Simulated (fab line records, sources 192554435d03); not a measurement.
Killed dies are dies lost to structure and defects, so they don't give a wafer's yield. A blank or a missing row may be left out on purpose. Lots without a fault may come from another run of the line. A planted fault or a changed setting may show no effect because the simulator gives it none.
fab line records | flow n5_finfet
record lots=11 wafers=31 last_day=17
route steps=1938 shown BEOL_M4@1084 PASSIVATION@1936
lots that met no fault: from a run of the same line without faults
start_h: hours from the record's first day to the start of the lot's first wafer shown | wait_h: hours since the lot's step before | " the same as in the row above | L1.1+2: a row that stands for several wafers | - no value, or no start given | * or withheld: withheld | < > ~ a bound
route shown NAME@n: a module of which the file shows steps, and the number in the route of the first | usual: mean/standard deviation of fault-free wafers | same: alike in all rows | chamber/n: place in a boat | sites: the reading at each site | _std_site: their standard deviation | _edge_site: outer sites' mean less inner sites' | radius_mm: how far each site lies from the wafer's centre | mask NAME#n: copy n | behind: the tool/chamber that last shaped the wafer | hold: why the lot was held/for how many hours/how that ended | device: the transistor (n, p or np) that didn't switch | end of line: the same wafers' tests at the end of the route | a step without rows: its recipe alone | killed: dies lost to structure and defects at the first sort, not the wafer's yield | map: a wafer's dies, x killed, . not, _ none there
set.NAME: the setting as run; set.NAME@STEP: as run at that earlier step | model.NAME: the simulator's own value behind a step, which no gauge read
steps of the route over a sample of lots; a table a step, a row a wafer
services: from which hour (start_h, from the record's first day; less than 0 if before it) a tool's chamber was out of use, for how many hours, and why
## steps
# step N5_BEOL_M4_SPUTTER_48
# recipe material=Cu target_thk_a=45 temp_c=-20 chamber_pressure_pa=0.07 power_w=withheld time_s=8.29
# usual chamber_pressure_pa=0.06999/0.00014 throttle_valve_pct=30.1/0.88
# columns lot.wafer tool chamber start_h wait_h chamber_pressure_pa throttle_valve_pct
L322.2 pvd_sputter-02 - 173.15 0.2 0.06999 28.5
L322.3 " - " " 0.07004 30.0
L322.5 " - " " 0.07004 29.9
L323.3 pvd_sputter-02 - 182.39 0.1 0.06989 31.1
L323.4 " - " " 0.06978 29.8
L323.6 " - " " 0.07015 30.6
L329.4 pvd_sputter-02 - 210.25 0.0 0.06983 30.5
L329.6 " - " " 0.07001 28.4
L327.1 pvd_sputter-01 - 213.37 0.1 0.0699 30.7
L327.6 " - " " 0.07001 30.3
L331.2 pvd_sputter-03 - 225.22 0.2 0.07015 30.0
L331.3 " - " " 0.06981 30.5
L331.4 " - " " 0.07016 30.6
L330.2 pvd_sputter-01 - 228.89 0.1 0.06985 30.8
L330.4 " - " " 0.06984 30.0
L330.5 " - " " 0.07004 31.0
L332.4 pvd_sputter-02 - 242.93 0.0 0.07034 28.5
L332.5 " - " " 0.07015 31.3
L332.6 " - " " 0.06998 30.2
L335.3 pvd_sputter-03 - 258.88 0.3 0.07007 31.1
L335.4 " - " " 0.06979 30.2
L335.6 " - " " 0.07011 30.4
L336.1 pvd_sputter-02 - 263.32 0.2 0.06994 28.1
L336.3 " - " " 0.06996 29.9
L336.4 " - " " 0.06997 31.0
L338.1 pvd_sputter-01 - 264.78 1.2 0.06992 30.9
L338.2 " - " " 0.07018 28.2
L338.4 " - " " 0.06994 30.5
L339.4 pvd_sputter-03 - 281.95 0.0 0.07023 30.6
L339.5 " - " " 0.06975 30.7
L339.6 " - " " 0.06984 30.0
# step N5_BEOL_M4_ANNEAL_80
# recipe temp_c=400 time_s=240 ambient=vacuum
# usual heater_power_w=822/84 susceptor_temp_C=400.00/0.22
# columns lot.wafer tool chamber start_h wait_h heater_power_w susceptor_temp_C
L322.2 pvd_sputter-02 - 173.45 0.0 975 399.91
L322.3 " - " " 785 400.16
L322.5 " - " " 779 399.75
L323.3 pvd_sputter-02 - 182.69 0.0 838 400.34
L323.4 " - " " 809 399.89
L323.6 " - " " 902 399.91
L329.4 pvd_sputter-02 - 210.55 0.0 909 399.66
L329.6 " - " " 962 399.89
L327.1 pvd_sputter-01 - 213.67 0.0 900 400.43
L327.6 " - " " 815 399.98
L331.2 pvd_sputter-03 - 225.52 0.0 657 399.72
L331.3 " - " " 824 399.90
L331.4 " - " " 750 400.23
L330.2 pvd_sputter-01 - 229.19 0.0 873 400.03
L330.4 " - " " 751 399.87
L330.5 " - " " 917 399.99
L332.4 pvd_sputter-02 - 243.23 0.0 987 400.28
L332.5 " - " " 862 400.08
L332.6 " - " " 896 399.78
L335.3 pvd_sputter-03 - 259.18 0.0 850 399.94
L335.4 " - " " 656 399.94
L335.6 " - " " 731 399.70
L336.1 pvd_sputter-02 - 263.62 0.0 983 400.06
L336.3 " - " " 791 399.93
L336.4 " - " " 840 400.03
L338.1 pvd_sputter-01 - 265.08 0.0 902 400.20
L338.2 " - " " 768 400.19
L338.4 " - " " 820 399.69
L339.4 pvd_sputter-03 - 282.25 0.0 739 399.94
L339.5 " - " " 848 399.75
L339.6 " - " " 665 400.14
# step N5_BEOL_M4_ANNEAL_82
# recipe temp_c=400 time_s=240 ambient=vacuum
# usual heater_power_w=822/83 susceptor_temp_C=399.99/0.22
# columns lot.wafer tool chamber start_h wait_h heater_power_w susceptor_temp_C
L322.2 pvd_sputter-02 - 173.67 0.0 993 400.13
L322.3 " - " " 782 400.27
L322.5 " - " " 761 400.01
L323.3 pvd_sputter-02 - 182.91 0.0 839 400.06
L323.4 " - " " 808 400.08
L323.6 " - " " 925 399.68
L329.4 pvd_sputter-02 - 210.77 0.0 898 400.04
L329.6 " - " " 983 399.74
L327.1 pvd_sputter-01 - 213.89 0.0 879 399.95
L327.6 " - " " 852 400.16
L331.2 pvd_sputter-03 - 225.74 0.0 669 400.08
L331.3 " - " " 843 399.65
L331.4 " - " " 741 400.24
L330.2 pvd_sputter-01 - 229.41 0.0 894 400.20
L330.4 " - " " 766 399.90
L330.5 " - " " 898 400.04
L332.4 pvd_sputter-02 - 243.45 0.0 990 400.07
L332.5 " - " " 831 399.91
L332.6 " - " " 904 399.88
L335.3 pvd_sputter-03 - 259.40 0.0 879 399.73
L335.4 " - " " 663 400.15
L335.6 " - " " 730 400.19
L336.1 pvd_sputter-02 - 263.84 0.0 971 399.99
L336.3 " - " " 791 399.84
L336.4 " - " " 857 399.75
L338.1 pvd_sputter-01 - 265.30 0.0 - -
L338.2 " - " " - -
L338.4 " - " " - -
L339.4 pvd_sputter-03 - 282.47 0.0 - -
L339.5 " - " " - -
L339.6 " - " " - -
# step N5_BEOL_M4_ANNEAL_89
# recipe temp_c=400 time_s=240 ambient=vacuum
# usual heater_power_w=823/83 susceptor_temp_C=399.97/0.2
# columns lot.wafer tool chamber start_h wait_h heater_power_w susceptor_temp_C
L322.2 pvd_sputter-02 - 174.11 0.0 979 399.98
L322.3 " - " " 790 399.93
L322.5 " - " " 788 399.57
L323.3 pvd_sputter-02 - 183.35 0.0 851 399.83
L323.4 " - " " 791 399.74
L323.6 " - " " 863 399.91
L329.4 pvd_sputter-02 - 211.21 0.0 916 399.69
L329.6 " - " " 989 399.89
L327.1 pvd_sputter-01 - 214.33 0.0 918 399.94
L327.6 " - " " 835 399.95
L331.2 pvd_sputter-03 - 226.18 0.0 667 400.04
L331.3 " - " " 833 399.88
L331.4 " - " " 737 399.92
L330.2 pvd_sputter-01 - 229.85 0.0 890 399.92
L330.4 " - " " 766 400.26
L330.5 " - " " 921 400.15
L332.4 pvd_sputter-02 - 243.89 0.0 992 400.16
L332.5 " - " " 823 399.62
L332.6 " - " " 896 399.94
L335.3 pvd_sputter-03 - 259.84 0.0 860 399.77
L335.4 " - " " 670 400.09
L335.6 " - " " 754 400.25
L336.1 pvd_sputter-02 - 264.28 0.0 1004 400.44
L336.3 " - " " 790 399.81
L336.4 " - " " 847 400.34
L338.1 pvd_sputter-01 - 265.74 0.0 878 399.49
L338.2 " - " " 759 399.96
L338.4 " - " " 842 400.00
L339.4 pvd_sputter-03 - 282.91 0.0 757 400.10
L339.5 " - " " 868 399.76
L339.6 " - " " 665 400.16
# step N5_BEOL_M4_RC_MEAS_101
# usual DIBL_N=35.8/2.2 DIBL_P=35.3/2.7 IOFF_N=0.16/0.043 IOFF_P=0.21/0.043 ION_N=676/15 ION_P=463/9.1 SS_N=71.4/0.77 SS_P=73.0/0.79 VT_N=250/4 VT_P=-249.8/2.8
# columns lot.wafer tool chamber start_h wait_h DIBL_N[mV/V] DIBL_P[mV/V] IOFF_N[nA/um] IOFF_P[nA/um] ION_N[uA/um] ION_P[uA/um] SS_N[mV/dec] SS_P[mV/dec] VT_N[mV] VT_P[mV]
L322.2 prober-02 0 176.18 0.2 37.7 39.0 0.19 0.24 689 474 70.9 72.4 242 -246.0
L322.3 " 0 " " 40.3 41.7 0.25 0.30 708 481 71.5 73.9 240 -244.5
L322.5 " 0 " " 35.7 37.3 0.17 0.22 694 478 70.7 72.3 244 -247.6
L323.3 prober-01 0 185.57 0.3 33.6 32.6 0.11 0.16 674 460 70.4 72.6 254 -251.9
L323.4 " 0 " " 35.9 34.8 0.14 0.20 674 461 71.5 72.8 252 -248.7
L323.6 " 0 " " 35.9 34.9 0.14 0.20 691 472 71.7 73.2 251 -249.1
L329.4 prober-02 0 213.85 0.5 32.4 32.2 0.11 0.17 673 463 70.6 72.5 253 -250.5
L329.6 " 0 " " 36.9 36.6 0.18 0.23 680 460 72.2 73.7 248 -249.3
L327.1 prober-02 0 216.24 0.0 37.4 36.2 0.17 0.24 681 474 71.5 73.3 251 -248.1
L327.6 " 0 " " 38.7 38.2 0.19 0.28 695 475 72.6 73.8 247 -247.4
L331.2 prober-02 0 228.23 0.2 35.8 33.7 0.16 0.19 682 468 70.4 72.5 247 -248.5
L331.3 " 0 " " 37.3 35.3 0.17 0.20 685 466 71.9 74.0 248 -251.6
L331.4 " 0 " " 34.9 34.2 0.14 0.19 674 469 71.3 73.3 250 -251.7
L330.2 prober-02 0 231.90 0.2 37.2 35.2 0.17 0.20 675 458 71.4 72.9 249 -251.0
L330.4 " 0 " " 38.9 36.9 0.19 0.22 687 469 71.9 73.0 250 -249.8
L330.5 " 0 " " 35.4 33.4 0.13 0.17 670 463 71.0 72.4 255 -253.7
L332.4 prober-02 0 246.25 0.5 31.4 29.7 0.10 0.14 662 460 70.6 71.3 255 -255.3
L332.5 " 0 " " 34.2 33.4 0.13 0.19 685 473 70.9 72.5 249 -249.2
L332.6 " 0 " " 33.4 31.2 0.13 0.15 679 461 70.2 72.0 252 -253.8
L335.3 prober-01 0 262.66 0.3 40.6 39.8 0.27 0.30 704 478 72.7 75.1 240 -246.0
L335.4 " 0 " " 32.5 31.5 0.11 0.16 668 460 70.4 72.3 253 -252.3
L335.6 " 0 " " 39.4 38.9 0.24 0.28 703 475 71.9 74.9 244 -246.3
L336.1 prober-02 0 266.18 0.0 36.4 37.1 0.16 0.22 661 459 71.9 72.8 251 -248.0
L336.3 " 0 " " 38.8 40.4 0.20 0.26 678 458 72.7 73.6 248 -247.3
L336.4 " 0 " " 33.6 33.1 0.11 0.16 649 445 71.4 72.1 254 -253.0
L338.1 prober-02 0 267.72 0.0 36.9 34.9 0.14 0.20 636 451 71.3 73.2 253 -249.9
L338.2 " 0 " " 36.0 35.5 0.16 0.23 680 476 71.0 73.0 247 -246.2
L338.4 " 0 " " 33.5 31.8 0.10 0.16 657 460 70.1 72.1 258 -248.2
L339.4 prober-02 0 285.28 0.5 35.7 35.0 0.15 0.20 693 480 71.4 73.5 251 -249.1
L339.5 " 0 " " 34.3 33.1 0.12 0.17 669 457 71.2 72.0 254 -251.4
L339.6 " 0 " " 36.9 35.8 0.16 0.21 680 464 71.9 73.0 250 -249.4
# step N5_PASSIVATION_PROBE_49
# usual defect_limited_yield=91.1/1.4 killed_at_M0_to_M3=34/11 killed_at_M4_up=14/5.6 killed_at_contacts=13/5.9 killed_at_front_end=40/11 killed_at_other=4/3.1 killed_dies=105/16 killed_open=68/11 killed_short=34/8.4 sort_bin_5_function=5.2/0.86 sort_bin_6_memory=3.2/0.7 sort_bin_8_speed=0.1/1.1 sort_n_pass=1074/21 sort_yield_pct=91.0/1.8
# same gross_dies=1180 killed_at_back_side=0 sort_bin_4_leakage[%]=0
# columns lot.wafer tool chamber start_h wait_h defect_limited_yield[%] killed_at_M0_to_M3 killed_at_M4_up killed_at_contacts killed_at_front_end killed_at_other killed_dies killed_open killed_short sort_bin_5_function[%] sort_bin_6_memory[%] sort_bin_8_speed[%] sort_n_pass sort_yield_pct[%]
L322.2 prober-01 - 286.04 0.1 90.3 40 15 18 41 1 115 66 43 5.8 3.0 0 1065 90.3
L322.3 prober-01 - 286.09 0.1 89.5 38 20 32 32 2 124 88 36 5.3 4.9 0 1056 89.5
L322.5 prober-01 - 286.19 0.2 90.8 34 11 28 35 1 109 69 39 5.5 3.1 0 1071 90.8
L323.3 prober-01 - 297.44 0.1 91.7 28 16 17 36 1 98 67 30 4.4 3.6 0 1082 91.7
L323.4 prober-01 - 297.49 0.2 88.7 56 20 15 40 2 133 87 38 6.8 3.5 0 1047 88.7
L323.6 prober-01 - 297.59 0.3 88.1 36 22 26 50 7 141 98 39 7.0 4.4 0 1039 88.1
L329.4 prober-02 - 320.32 0.2 90.4 57 12 10 33 1 113 71 34 5.1 3.8 0 1067 90.4
L329.6 prober-02 - 320.42 0.3 91.8 33 13 14 35 2 97 66 28 4.2 3.7 0 1083 91.8
L327.1 prober-01 - 325.12 0.0 91.2 30 9 22 42 1 104 77 27 4.9 3.4 0 1076 91.2
L327.6 prober-01 - 325.37 0.3 92.3 27 12 6 42 4 91 69 20 4.5 3.1 0 1089 92.3
L330.2 prober-02 - 344.68 0.6 92.1 37 17 7 29 3 93 59 34 3.6 3.8 0 1087 92.1
L330.4 prober-02 - 344.78 0.7 91.7 45 17 12 22 2 98 58 34 4.2 3.8 0 1082 91.7
L330.5 prober-02 - 344.83 0.7 90.9 60 16 14 16 1 107 66 38 5.7 3.1 0 1073 90.9
L331.2 prober-01 - 346.05 0.1 91.9 31 9 13 25 17 95 59 36 4.6 3.3 0 1085 91.9
L331.3 prober-01 - 346.10 0.1 89.7 27 22 14 53 6 122 81 39 5.7 3.9 0 1058 89.7
L331.4 prober-01 - 346.15 0.2 90.5 40 15 20 30 7 112 71 39 5.9 3.2 0 1068 90.5
L332.4 prober-01 - 353.80 0.2 91.4 24 13 24 38 2 101 70 29 5.2 3.1 0 1079 91.4
L332.5 prober-01 - 353.85 0.2 90.7 26 8 33 41 2 110 72 38 5.4 3.6 0 1070 90.7
L332.6 prober-01 - 353.90 0.3 91.1 33 6 14 48 4 105 66 37 5.3 3.5 0 1075 91.1
L336.1 prober-02 - 380.88 0.0 90.8 41 8 14 32 13 108 66 40 5.4 3.3 0 1072 90.8
L336.3 prober-02 - 380.98 0.1 90.3 36 17 10 44 8 115 76 37 6.1 3.2 0 1065 90.3
L336.4 prober-02 - 381.03 0.2 91.0 36 14 8 42 6 106 61 43 5.3 3.1 0 1074 91.0
L335.3 prober-01 - 389.35 0.1 89.6 33 18 18 53 1 123 81 38 5.7 4.1 0.1 1057 89.6
L335.4 prober-01 - 389.40 0.2 91.5 38 15 12 29 6 100 69 31 5.1 3.0 0 1080 91.5
L335.6 prober-01 - 389.50 0.3 91.9 34 14 6 40 1 95 57 37 5.2 2.7 0 1085 91.9
L338.1 prober-02 - 394.15 0.0 90.8 18 9 20 60 2 109 58 46 4.9 3.6 0.3 1068 90.5
L338.2 prober-02 - 394.20 0.1 90.9 34 11 20 38 4 107 77 30 5.7 2.9 0 1073 90.9
L338.4 prober-02 - 394.30 0.2 91.3 24 12 6 51 10 103 68 25 5.0 3.4 0 1077 91.3
L339.4 prober-01 - 402.88 0.2 93.5 24 15 14 24 0 77 49 27 4.3 2.0 0 1103 93.5
L339.5 prober-01 - 402.93 0.2 90.2 37 17 11 47 4 116 77 39 5.5 4.2 0 1064 90.2
L339.6 prober-01 - 402.98 0.3 89.5 21 28 15 55 5 124 79 39 6.2 3.4 0 1056 89.5
# killed by level:class
L322.2 BEOL_M0_SAQP:geometric_particle:open=10 MOL_CONTACT_COAG:geometric_particle:open=9 MOL_CONTACT_COAG:geometric_particle:short=9 FIN_SAQP:geometric_particle:short=7 BEOL_M1:geometric_particle:open=7 BEOL_M4:geometric_particle:open=7 HKMG_FIN:area_etch=6 DUMMY_GATE:geometric_particle:open=5
L322.3 MOL_CONTACT_COAG:geometric_particle:open=25 BEOL_M0_SAQP:geometric_particle:short=10 BEOL_M3:geometric_particle:open=10 BEOL_M4:geometric_particle:open=9 DUMMY_GATE:geometric_particle:open=7 MOL_CONTACT_COAG:geometric_particle:short=7 BEOL_M0_SAQP:geometric_particle:open=6 BEOL_M2:geometric_particle:open=6
L322.5 MOL_CONTACT_COAG:geometric_particle:open=20 BEOL_M2:geometric_particle:open=8 MOL_CONTACT_COAG:geometric_particle:short=8 FIN_SAQP:geometric_particle:open=6 FIN_SAQP:geometric_particle:short=6 STI_FIN_REVEAL:geometric_particle:open=6 BEOL_M0_SAQP:geometric_particle:short=6 BEOL_M0_SAQP:geometric_particle:open=5
L323.3 MOL_CONTACT_COAG:geometric_particle:open=14 BEOL_M3:geometric_particle:open=14 BEOL_M4:geometric_particle:open=10 FIN_SAQP:geometric_particle:short=8 STI_FIN_REVEAL:geometric_particle:open=6 BEOL_M0_SAQP:geometric_particle:short=6 GATE_CUT:geometric_particle:short=5 GATE_CUT:geometric_particle:open=4
L323.4 BEOL_M3:geometric_particle:open=19 MOL_CONTACT_COAG:geometric_particle:open=14 BEOL_M2:geometric_particle:open=10 FIN_SAQP:geometric_particle:short=8 BEOL_M4:geometric_particle:open=8 HKMG_FIN:area_etch=7 FIN_SAQP:geometric_particle:open=6 STI_FIN_REVEAL:geometric_particle:open=5
L323.6 MOL_CONTACT_COAG:geometric_particle:open=20 STI_FIN_REVEAL:geometric_particle:open=18 BEOL_M4:geometric_particle:open=13 BEOL_M2:geometric_particle:open=10 BEOL_M3:geometric_particle:open=7 GATE_CUT:geometric_particle:short=6 MOL_CONTACT_COAG:geometric_particle:short=6 STARTING-WAFER:geometric_particle:short=6
L329.4 BEOL_M2:geometric_particle:open=20 FIN_SAQP:geometric_particle:open=8 FIN_SAQP:geometric_particle:short=7 MOL_CONTACT_COAG:geometric_particle:open=7 BEOL_M2:geometric_particle:short=7 BEOL_M4:geometric_particle:open=7 BEOL_M0_SAQP:geometric_particle:short=6 BEOL_M1:geometric_particle:open=6
L329.6 MOL_CONTACT_COAG:geometric_particle:open=13 DUMMY_GATE:geometric_particle:open=8 BEOL_M3:geometric_particle:open=7 FIN_SAQP:geometric_particle:open=6 BEOL_M2:geometric_particle:open=6 BEOL_M1:geometric_particle:open=5 BEOL_M4:geometric_particle:open=5 STI_FIN_REVEAL:geometric_particle:open=3
L327.1 MOL_CONTACT_COAG:geometric_particle:open=18 BEOL_M3:geometric_particle:open=12 FIN_SAQP:geometric_particle:open=11 STI_FIN_REVEAL:geometric_particle:open=9 BEOL_M0_SAQP:geometric_particle:short=6 FIN_SAQP:geometric_particle:short=5 BEOL_M0_SAQP:geometric_particle:open=5 DUMMY_GATE:geometric_particle:open=4
L327.6 FIN_SAQP:geometric_particle:open=13 STI_FIN_REVEAL:geometric_particle:open=12 BEOL_M2:geometric_particle:open=11 BEOL_M0_SAQP:geometric_particle:open=7 FIN_SAQP:geometric_particle:short=6 MOL_CONTACT_COAG:geometric_particle:open=6 BEOL_M0_SAQP:geometric_particle:short=6 BEOL_M7:geometric_particle:open=4
L330.2 BEOL_M0_SAQP:geometric_particle:short=11 BEOL_M2:geometric_particle:open=11 BEOL_M4:geometric_particle:open=8 MOL_CONTACT_COAG:geometric_particle:open=6 BEOL_M0_SAQP:geometric_particle:open=6 DUMMY_GATE:geometric_particle:open=5 GATE_CUT:geometric_particle:open=5 FIN_SAQP:geometric_particle:short=4
L330.4 BEOL_M0_SAQP:geometric_particle:short=15 BEOL_M0_SAQP:geometric_particle:open=15 MOL_CONTACT_COAG:geometric_particle:open=8 BEOL_M2:geometric_particle:open=7 BEOL_M4:geometric_particle:open=7 MOL_CONTACT_COAG:geometric_particle:short=4 STARTING-WAFER:geometric_particle:open=4 STARTING-WAFER:geometric_particle:short=3
L330.5 BEOL_M0_SAQP:geometric_particle:open=23 BEOL_M0_SAQP:geometric_particle:short=22 MOL_CONTACT_COAG:geometric_particle:open=11 BEOL_M2:geometric_particle:open=6 BEOL_M3:geometric_particle:open=5 BEOL_M5:geometric_particle:open=4 FIN_SAQP:geometric_particle:short=3 GATE_CUT:geometric_particle:open=3
L331.2 MOL_CONTACT_COAG:geometric_particle:open=11 BEOL_M0_SAQP:geometric_particle:short=11 BEOL_M2:geometric_particle:open=8 BEOL_M0_SAQP:geometric_particle:open=7 MIM_TOP:geometric_particle:open=7 MIM_TOP:geometric_particle:short=7 STI_FIN_REVEAL:geometric_particle:open=4 DUMMY_GATE:geometric_particle:open=4
L331.3 MOL_CONTACT_COAG:geometric_particle:open=14 FIN_SAQP:geometric_particle:open=12 FIN_SAQP:geometric_particle:short=11 BEOL_M4:geometric_particle:open=10 STI_FIN_REVEAL:geometric_particle:open=9 BEOL_M0_SAQP:geometric_particle:short=8 BEOL_M0_SAQP:geometric_particle:open=7 BEOL_M2:geometric_particle:open=7
L331.4 BEOL_M0_SAQP:geometric_particle:short=16 MOL_CONTACT_COAG:geometric_particle:open=15 BEOL_M0_SAQP:geometric_particle:open=13 FIN_SAQP:geometric_particle:open=7 FIN_SAQP:geometric_particle:short=5 BEOL_M4:geometric_particle:open=5 GATE_CUT:geometric_particle:open=4 MOL_CONTACT_COAG:geometric_particle:short=4
L332.4 MOL_CONTACT_COAG:geometric_particle:open=21 FIN_SAQP:geometric_particle:open=11 BEOL_M0_SAQP:geometric_particle:short=10 BEOL_M0_SAQP:geometric_particle:open=6 BEOL_M3:geometric_particle:open=6 BEOL_M4:geometric_particle:open=6 STI_FIN_REVEAL:geometric_particle:open=5 STARTING-WAFER:geometric_particle:open=5
L332.5 MOL_CONTACT_COAG:geometric_particle:open=25 STI_FIN_REVEAL:geometric_particle:open=13 BEOL_M0_SAQP:geometric_particle:short=9 MOL_CONTACT_COAG:geometric_particle:short=8 BEOL_M0_SAQP:geometric_particle:open=7 DUMMY_GATE:geometric_particle:open=6 FIN_SAQP:geometric_particle:open=5 FIN_SAQP:geometric_particle:short=5
L332.6 FIN_SAQP:geometric_particle:open=12 STI_FIN_REVEAL:geometric_particle:open=11 MOL_CONTACT_COAG:geometric_particle:open=11 BEOL_M0_SAQP:geometric_particle:short=9 BEOL_M0_SAQP:geometric_particle:open=7 FIN_SAQP:geometric_particle:short=6 STI_FIN_REVEAL:geometric_particle:short=6 BEOL_M3:geometric_particle:open=6
L336.1 BEOL_M2:geometric_particle:open=13 BEOL_M0_SAQP:geometric_particle:short=11 MOL_CONTACT_COAG:geometric_particle:open=10 FIN_SAQP:geometric_particle:short=7 FIN_SAQP:geometric_particle:open=6 BEOL_M0_SAQP:geometric_particle:open=5 STI_FIN_REVEAL:geometric_particle:open=4 MOL_CONTACT_COAG:geometric_particle:short=4
L336.3 FIN_SAQP:geometric_particle:open=14 FIN_SAQP:geometric_particle:short=8 MOL_CONTACT_COAG:geometric_particle:open=8 BEOL_M0_SAQP:geometric_particle:short=8 BEOL_M1:geometric_particle:open=8 BEOL_M2:geometric_particle:open=6 STI_FIN_REVEAL:geometric_particle:open=5 BEOL_M0_SAQP:geometric_particle:open=5
L336.4 BEOL_M0_SAQP:geometric_particle:short=10 BEOL_M1:geometric_particle:open=10 FIN_SAQP:geometric_particle:short=9 STI_FIN_REVEAL:geometric_particle:open=8 MOL_CONTACT_COAG:geometric_particle:open=6 DUMMY_GATE:geometric_particle:open=5 BEOL_M0_SAQP:geometric_particle:open=5 FIN_SAQP:geometric_particle:open=4
L335.3 MOL_CONTACT_COAG:geometric_particle:open=15 BEOL_M1:geometric_particle:open=12 STI_FIN_REVEAL:geometric_particle:open=11 FIN_SAQP:geometric_particle:short=8 DUMMY_GATE:geometric_particle:open=8 BEOL_M0_SAQP:geometric_particle:open=5 BEOL_M4:geometric_particle:open=5 BEOL_M2:geometric_particle:open=5
L335.4 MOL_CONTACT_COAG:geometric_particle:open=12 BEOL_M0_SAQP:geometric_particle:short=9 DUMMY_GATE:geometric_particle:open=8 BEOL_M0_SAQP:geometric_particle:open=8 BEOL_M0:geometric_particle:open=6 BEOL_M4:geometric_particle:open=6 FIN_SAQP:geometric_particle:short=5 BEOL_M1:geometric_particle:open=4
L335.6 FIN_SAQP:geometric_particle:short=20 FIN_SAQP:geometric_particle:open=7 BEOL_M0_SAQP:geometric_particle:short=7 BEOL_M1:geometric_particle:open=7 BEOL_M4:geometric_particle:open=7 STI_FIN_REVEAL:geometric_particle:open=6 MOL_CONTACT_COAG:geometric_particle:open=6 BEOL_M0_SAQP:geometric_particle:open=6
L338.1 MOL_CONTACT_COAG:geometric_particle:open=15 GATE_CUT:geometric_particle:short=14 FIN_SAQP:geometric_particle:short=11 FIN_SAQP:geometric_particle:open=9 STI_FIN_REVEAL:geometric_particle:open=9 BEOL_M0_SAQP:geometric_particle:open=6 DUMMY_GATE:geometric_particle:open=5 MOL_CONTACT_COAG:geometric_particle:short=5
L338.2 MOL_CONTACT_COAG:geometric_particle:open=18 STI_FIN_REVEAL:geometric_particle:open=11 BEOL_M3:geometric_particle:open=9 FIN_SAQP:geometric_particle:open=7 BEOL_M1:geometric_particle:open=7 FIN_SAQP:geometric_particle:short=6 BEOL_M0_SAQP:geometric_particle:short=5 BEOL_M0_SAQP:geometric_particle:open=5
L338.4 STI_FIN_REVEAL:geometric_particle:open=12 FIN_SAQP:geometric_particle:open=11 PASSIVATION:area_etch=9 FIN_SAQP:geometric_particle:short=6 MOL_CONTACT_COAG:geometric_particle:open=6 BEOL_M1:geometric_particle:open=6 ILD0:geometric_particle:open=5 BEOL_M3:geometric_particle:open=4
L339.4 MOL_CONTACT_COAG:geometric_particle:open=12 BEOL_M0_SAQP:geometric_particle:short=7 BEOL_M0_SAQP:geometric_particle:open=5 FIN_SAQP:geometric_particle:short=4 STI_FIN_REVEAL:geometric_particle:open=4 BEOL_M0:geometric_particle:open=4 BEOL_M4:geometric_particle:open=4 BEOL_M7:geometric_particle:open=4
L339.5 FIN_SAQP:geometric_particle:open=16 BEOL_M1:geometric_particle:open=15 MOL_CONTACT_COAG:geometric_particle:open=9 BEOL_M0_SAQP:geometric_particle:open=8 FIN_SAQP:geometric_particle:short=7 STI_FIN_REVEAL:geometric_particle:open=6 BEOL_M1:geometric_particle:short=6 BEOL_M4:geometric_particle:open=6
L339.6 BEOL_M4:geometric_particle:open=12 STI_FIN_REVEAL:geometric_particle:open=12 MOL_CONTACT_COAG:geometric_particle:open=11 FIN_SAQP:geometric_particle:open=9 FIN_SAQP:geometric_particle:short=9 BEOL_M5:geometric_particle:open=9 GATE_CUT:geometric_particle:short=6 HKMG_FIN:area_etch=6
## services
# columns tool chamber start_h hours kind
pvd_sputter-02 - 177.90 0.7 repair
## key
first_sign step=N5_BEOL_M4_ANNEAL_82 reading=tool_record direction=missing
effect none on later readings
met_at N5_BEOL_M4_ANNEAL_82
struck_lots L338,L339
not_acting_at N5_BEOL_M4_SPUTTER_48,N5_BEOL_M4_ANNEAL_80,N5_BEOL_M4_ANNEAL_89
onset_between 259.40 265.30
fault kind=skipped_step_whole tool=pvd_sputter-01,pvd_sputter-03 chamber=- onset_h=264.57 steps=N5_BEOL_M4_ANNEAL_82 scope=struck_lots_only
